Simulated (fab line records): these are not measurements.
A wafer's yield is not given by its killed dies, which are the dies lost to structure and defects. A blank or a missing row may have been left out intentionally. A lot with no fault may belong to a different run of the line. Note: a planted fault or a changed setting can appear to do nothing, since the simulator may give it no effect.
What tool caused it? -- flow n5Finfet -- 24 lots, 72 wafers sampled, at 5 steps of a route of 1938

WHAT THE GAUGES SHOWED, per wafer
N5_STI_FIN_REVEAL_THK_MEAS_05. Usual: thkNm 132.3 nm, standard deviation 1.3.
lot,measured,on,thkNm (nm),flag
L074,day 2 09:58,filmMetro-01,131.8 132.3 131.5,
L075,day 2 14:50,filmMetro-02,133.1 132.8 132.2,
L076,day 2 22:21,filmMetro-02,133.7 134.7 130.4,
L077,day 3 04:01,filmMetro-01,130.2 129.4 130.9,
L078,day 3 10:31,filmMetro-02,132.8 133.5 134.9,
L079,day 3 15:47,filmMetro-02,134.9 132.3 133.8,
L080,day 3 20:27,filmMetro-02,131.2 131.4 132.1,
L081,day 4 03:47,filmMetro-02,131.4 131.6 131.0,
L082,day 4 11:20,filmMetro-01,132.0 132.0 131.7,
L083,day 4 16:56,filmMetro-01,131.3 130.3 131.0,
L084,day 4 21:40,filmMetro-02,134.6 135.6 132.9,
L085,day 5 07:37,filmMetro-02,133.2 133.2 133.1,
L086,day 5 14:14,filmMetro-01,132.8 132.3 130.2,
L087,day 5 18:52,filmMetro-02,135.2 134.5 133.3,
L088,day 6 01:45,filmMetro-01,133.0 133.2 132.4,
L089,day 6 05:28,filmMetro-01,133.1 132.0 132.0,
L090,day 6 10:53,filmMetro-01,131.4 129.5 131.1,
L091,day 6 14:48,filmMetro-02,132.6 132.3 131.6,
L092,day 6 22:43,filmMetro-02,130.4 131.1 131.5,
L093,day 7 07:04,filmMetro-02,132.7 132.7 132.7,
L094,day 7 10:05,filmMetro-02,131.0 132.9 131.9,
L095,day 7 18:06,filmMetro-01,131.9 131.4 130.3,
L096,day 7 20:29,filmMetro-02,131.9 130.4 130.9,
L097,day 8 07:17,filmMetro-02,132.9 131.4 133.8,

WHICH TOOL RAN EACH LOT (tool, then ch and the chambers of the sampled wafers, then the start)
lot,N5_FIN_SAQP_ETCH_65,N5_FIN_SAQP_STRIP_77,N5_FIN_CUT_PRECLEAN_35,N5_STI_FIN_REVEAL_ALD_00
L074,"rieSi-01 ch 2,3, day 2 01:07","rieDiel-05 ch 1,2,3, day 2 02:38","vaporEtch-02 ch 0,1, day 2 04:11","aldSin-03 ch 0,1,3, day 2 04:35"
L075,"rieSi-06 ch 0,1,3, day 2 05:52","rieDiel-04 ch 1,2,3, day 2 07:23","vaporEtch-02 ch 0,1, day 2 08:56","aldSin-03 ch 0,1,2, day 2 09:20"
L076,"rieSi-05 ch 0,2,3, day 2 12:10","rieDiel-03 ch 1,2,3, day 2 14:13","vaporEtch-02 ch 0,1, day 2 15:47","aldSin-01 ch 0,1,2, day 2 16:13"
L077,"rieSi-06 ch 2,3, day 2 18:32","rieDiel-03 ch 0,1,2, day 2 20:11","vaporEtch-01 ch 0, day 2 21:37","aldSin-01 ch 0,1,2, day 2 22:01"
L078,"rieSi-05 ch 2,3, day 3 00:01","rieDiel-03 ch 0,1,2, day 3 02:46","vaporEtch-02 ch 0,1, day 3 04:18","aldSin-01 ch 0,2, day 3 05:07"
L079,"rieSi-06 ch 2,3, day 3 06:47","rieDiel-04 ch 2,3, day 3 08:24","vaporEtch-02 ch 1, day 3 09:56","aldSin-01 ch 2,3, day 3 10:23"
L080,"rieSi-06 ch 0,3, day 3 11:36","rieDiel-04 ch 1,2,3, day 3 13:14","vaporEtch-01 ch 0,1, day 3 14:40","aldSin-02 ch 1,2,3, day 3 15:04"
L081,"rieSi-06 ch 0,2,3, day 3 18:26","rieDiel-04 ch 1,2,3, day 3 20:09","vaporEtch-01 ch 0,1, day 3 21:45","aldSin-02 ch 0,1, day 3 22:25"
L082,"rieSi-05 ch 0,1, day 4 02:24","rieDiel-05 ch 0,3, day 4 04:01","vaporEtch-01 ch 0,1, day 4 05:33","aldSin-03 ch 1,2, day 4 05:57"
L083,"rieSi-05 ch 0,1, day 4 07:36","rieDiel-05 ch 1,2,3, day 4 09:13","vaporEtch-02 ch 0,1, day 4 10:40","aldSin-01 ch 1,2,3, day 4 11:33"
L084,"rieSi-05 ch 0,3, day 4 12:55","rieDiel-04 ch 1,2, day 4 14:27","vaporEtch-01 ch 0,1, day 4 15:52","aldSin-02 ch 0,2, day 4 16:16"
L085,"rieSi-06 ch 0,1,3, day 4 21:06","rieDiel-04 ch 2,3, day 5 00:16","vaporEtch-02 ch 0,1, day 5 01:42","aldSin-02 ch 2,3, day 5 02:14"
L086,"rieSi-01 ch 0,2,3, day 5 03:14","rieDiel-03 ch 0,1,3, day 5 06:55","vaporEtch-01 ch 0,1, day 5 08:28","aldSin-01 ch 0,2,3, day 5 08:52"
L087,"rieSi-05 ch 0,1,2, day 5 09:59","rieDiel-04 ch 0,2,3, day 5 11:32","vaporEtch-02 ch 0,1, day 5 13:05","aldSin-02 ch 0,1,3, day 5 13:29"
L088,"rieSi-06 ch 1,3, day 5 16:36","rieDiel-04 ch 0,2,3, day 5 18:10","vaporEtch-02 ch 0,1, day 5 19:35","aldSin-02 ch 1,2, day 5 20:20"
L089,"rieSi-06 ch 0,1,3, day 5 20:43","rieDiel-03 ch 1,3, day 5 22:16","vaporEtch-02 ch 0,1, day 5 23:41","aldSin-03 ch 0,2,3, day 6 00:05"
L090,"rieSi-01 ch 0,1,3, day 6 01:49","rieDiel-05 ch 0,2,3, day 6 03:40","vaporEtch-02 ch 0,1, day 6 05:07","aldSin-01 ch 0,1,2, day 6 05:31"
L091,"rieSi-01 ch 1,3, day 6 06:02","rieDiel-04 ch 0,1, day 6 07:35","vaporEtch-02 ch 0,1, day 6 09:01","aldSin-02 ch 0,2,3, day 6 09:25"
L092,"rieSi-01 ch 0,1,3, day 6 11:55","rieDiel-03 ch 1,2, day 6 13:54","vaporEtch-01 ch 0,1, day 6 16:55","aldSin-03 ch 1,3, day 6 17:19"
L093,"rieSi-05 ch 2,3, day 6 20:25","rieDiel-03 ch 0,2, day 6 21:57","vaporEtch-01 ch 0, day 7 00:53","aldSin-02 ch 0,1,3, day 7 01:41"
L094,"rieSi-01 ch 0,1,2, day 7 00:32","rieDiel-04 ch 1,2,3, day 7 02:41","vaporEtch-01 ch 0,1, day 7 04:07","aldSin-03 ch 0,2, day 7 04:42"
L095,"rieSi-05 ch 1,2, day 7 08:16","rieDiel-04 ch 1,3, day 7 10:47","vaporEtch-01 ch 0,1, day 7 12:16","aldSin-03 ch 0,2,3, day 7 12:42"
L096,"rieSi-01 ch 1,3, day 7 11:32","rieDiel-05 ch 2,3, day 7 13:04","vaporEtch-01 ch 0,1, day 7 14:42","aldSin-03 ch 1,2, day 7 15:06"
L097,"rieSi-05 ch 0,1,2, day 7 21:51","rieDiel-03 ch 0,1,2, day 7 23:32","vaporEtch-02 ch 0,1, day 8 01:09","aldSin-01 ch 1,2,3, day 8 01:55"
- N5_FIN_SAQP_ETCH_65: etches SiO2 in CF4, target depth 4 nm, time 4.4 s.
- N5_FIN_SAQP_STRIP_77: strips in N2/H2, time 90 s.
- N5_FIN_CUT_PRECLEAN_35: cleans in vHF, time 13.3 s.
- N5_STI_FIN_REVEAL_ALD_00: deposits SiO2, target thk 1 nm, pulse time 1 s.

WHAT THE TOOLS THEMSELVES READ (means of the sampled wafers that have a number; where no wafer has one, the mark that the record gives instead)
N5_FIN_SAQP_ETCH_65. Usual: drypumpMotorCurrentA 5.8 A, standard deviation 0.52; heBacksideLeakSccm 2.8 sccm, standard deviation 0.36; oesProductAu 1.001 a.u., standard deviation 0.018; rfFwdPowerW 791 W, standard deviation 3.8; throttleValvePct 21.78 %, standard deviation 0.29.
lot,tool,drypumpMotorCurrentA (A),heBacksideLeakSccm (sccm),oesProductAu (a.u.),rfFwdPowerW (W),throttleValvePct (%),flag
L074,rieSi-01,6.3,2.6,1.011,791,21.81,
L075,rieSi-06,5.8,3.0,1.007,787,21.81,
L076,rieSi-05,6.0,2.5,0.991,793,21.82,
L077,rieSi-06,5.9,2.9,0.999,786,21.96,
L078,rieSi-05,6.0,2.3,0.986,787,21.94,
L079,rieSi-06,5.9,2.8,0.996,788,21.96,
L080,rieSi-06,5.5,3.0,1.001,790,22.05,
L081,rieSi-06,5.6,2.9,1.010,788,22.03,
L082,rieSi-05,5.9,3.0,0.987,792,21.70,
L083,rieSi-05,5.5,3.2,0.993,791,21.64,
L084,rieSi-05,6.0,2.8,1.001,793,21.70,
L085,rieSi-06,5.8,2.9,1.009,786,21.80,
L086,rieSi-01,6.1,2.6,0.992,791,21.93,
L087,rieSi-05,5.9,2.9,0.994,793,21.84,
L088,rieSi-06,6.1,2.8,1.021,788,21.57,
L089,rieSi-06,5.8,2.9,1.013,788,21.81,
L090,rieSi-01,5.9,2.8,0.991,792,21.81,
L091,rieSi-01,5.8,2.8,1.000,791,21.50,
L092,rieSi-01,5.9,2.7,0.990,792,21.79,
L093,rieSi-05,5.6,2.3,1.003,792,21.74,
L094,rieSi-01,6.2,2.7,1.000,790,21.72,
L095,rieSi-05,5.9,2.6,0.989,789,21.96,
L096,rieSi-01,5.8,2.7,0.994,791,21.73,
L097,rieSi-05,5.9,2.8,0.992,790,21.83,

N5_FIN_SAQP_STRIP_77. Usual: drypumpMotorCurrentA 6.0 A, standard deviation 0.44; oesProductAu 0.77 a.u., standard deviation 0.08; rfVppV 45.4 V, standard deviation 0.78; showerheadPlenumPTorr 3.37 Torr, standard deviation 0.089; throttleValvePct 12.20 %, standard deviation 0.26.
lot,tool,drypumpMotorCurrentA (A),oesProductAu (a.u.),rfVppV (V),showerheadPlenumPTorr (Torr),throttleValvePct (%),flag
L074,rieDiel-05,5.7,0.74,45.4,3.37,12.17,
L075,rieDiel-04,6.2,0.79,46.1,3.39,12.12,
L076,rieDiel-03,6.0,0.80,45.7,3.39,12.35,
L077,rieDiel-03,6.0,0.82,45.0,3.39,12.21,
L078,rieDiel-03,6.0,0.82,44.5,3.39,12.23,
L079,rieDiel-04,6.3,0.77,44.7,3.35,12.26,
L080,rieDiel-04,6.2,0.77,45.3,3.38,12.14,
L081,rieDiel-04,6.2,0.76,45.3,3.38,12.15,
L082,rieDiel-05,6.0,0.71,45.9,3.31,12.17,
L083,rieDiel-05,5.7,0.73,45.4,3.36,12.21,
L084,rieDiel-04,6.3,0.72,46.2,3.41,12.34,
L085,rieDiel-04,6.3,0.76,45.7,3.34,12.30,
L086,rieDiel-03,5.8,0.87,44.4,3.33,12.02,
L087,rieDiel-04,6.3,0.76,45.8,3.38,12.18,
L088,rieDiel-04,6.4,0.75,45.8,3.37,12.18,
L089,rieDiel-03,5.9,0.93,45.5,3.33,11.95,
L090,rieDiel-05,6.0,0.69,45.3,3.30,12.29,
L091,rieDiel-04,6.3,0.70,45.1,3.48,12.12,
L092,rieDiel-03,6.4,0.84,46.0,3.37,12.15,
L093,rieDiel-03,5.7,0.73,45.5,3.43,12.61,
L094,rieDiel-04,6.2,0.75,44.7,3.37,12.21,
L095,rieDiel-04,6.1,0.73,45.0,3.41,12.12,
L096,rieDiel-05,6.0,0.69,45.5,3.29,12.39,
L097,rieDiel-03,6.0,0.78,45.3,3.37,12.32,

N5_FIN_CUT_PRECLEAN_35. Usual: drypumpMotorCurrentA 5.6 A, standard deviation 0.37.
lot,tool,drypumpMotorCurrentA (A),flag
L074,vaporEtch-02,5.2,
L075,vaporEtch-02,5.2,
L076,vaporEtch-02,5.2,
L077,vaporEtch-01,6.0,
L078,vaporEtch-02,5.2,
L079,vaporEtch-02,5.2,
L080,vaporEtch-01,5.9,
L081,vaporEtch-01,6.0,
L082,vaporEtch-01,6.0,
L083,vaporEtch-02,5.2,
L084,vaporEtch-01,5.9,
L085,vaporEtch-02,5.2,
L086,vaporEtch-01,6.0,
L087,vaporEtch-02,5.2,
L088,vaporEtch-02,5.2,
L089,vaporEtch-02,5.2,
L090,vaporEtch-02,5.2,
L091,vaporEtch-02,5.2,
L092,vaporEtch-01,6.0,
L093,vaporEtch-01,6.0,
L094,vaporEtch-01,6.0,
L095,vaporEtch-01,6.0,
L096,vaporEtch-01,6.0,
L097,vaporEtch-02,5.2,

N5_STI_FIN_REVEAL_ALD_00. Usual: heaterPowerW 479 W, standard deviation 59; precursorPulseHeightRel 1.005, standard deviation 0.018.
lot,tool,heaterPowerW (W),precursorPulseHeightRel,flag
L074,aldSin-03,486,0.981,
L075,aldSin-03,474,0.998,
L076,aldSin-01,459,1.008,
L077,aldSin-01,461,1.012,
L078,aldSin-01,422,1.012,
L079,aldSin-01,469,1.021,
L080,aldSin-02,467,1.014,
L081,aldSin-02,454,1.010,
L082,aldSin-03,489,0.986,
L083,aldSin-01,513,1.016,
L084,aldSin-02,435,1.003,
L085,aldSin-02,453,0.989,
L086,aldSin-01,478,1.002,
L087,aldSin-02,444,1.012,
L088,aldSin-02,499,1.012,
L089,aldSin-03,484,0.994,
L090,aldSin-01,458,1.005,
L091,aldSin-02,429,1.008,
L092,aldSin-03,521,0.984,
L093,aldSin-02,449,0.984,
L094,aldSin-03,449,0.985,
L095,aldSin-03,482,1.010,
L096,aldSin-03,500,1.009,
L097,aldSin-01,503,1.011,

THE ANSWER, worked out from the rows above alone
Rule: a lot is off if the mean of its wafers that have a number lies more than 3 standard deviations from the usual mean. A lot without any number at a reading at which 4 lots or more have one is off too. Any other lot the step has rows for is counted as sound. The gauges are gone through in route order, then the tools' own readings, and for those a lot's mean is taken as printed above. At the first step where some lot is off, the reading lying furthest off is the one used; lots without a number count as furthest.
No lot is off at any reading shown: from this, nothing can be told.

WHAT HAD BEEN PUT IN BY THE SIMULATOR
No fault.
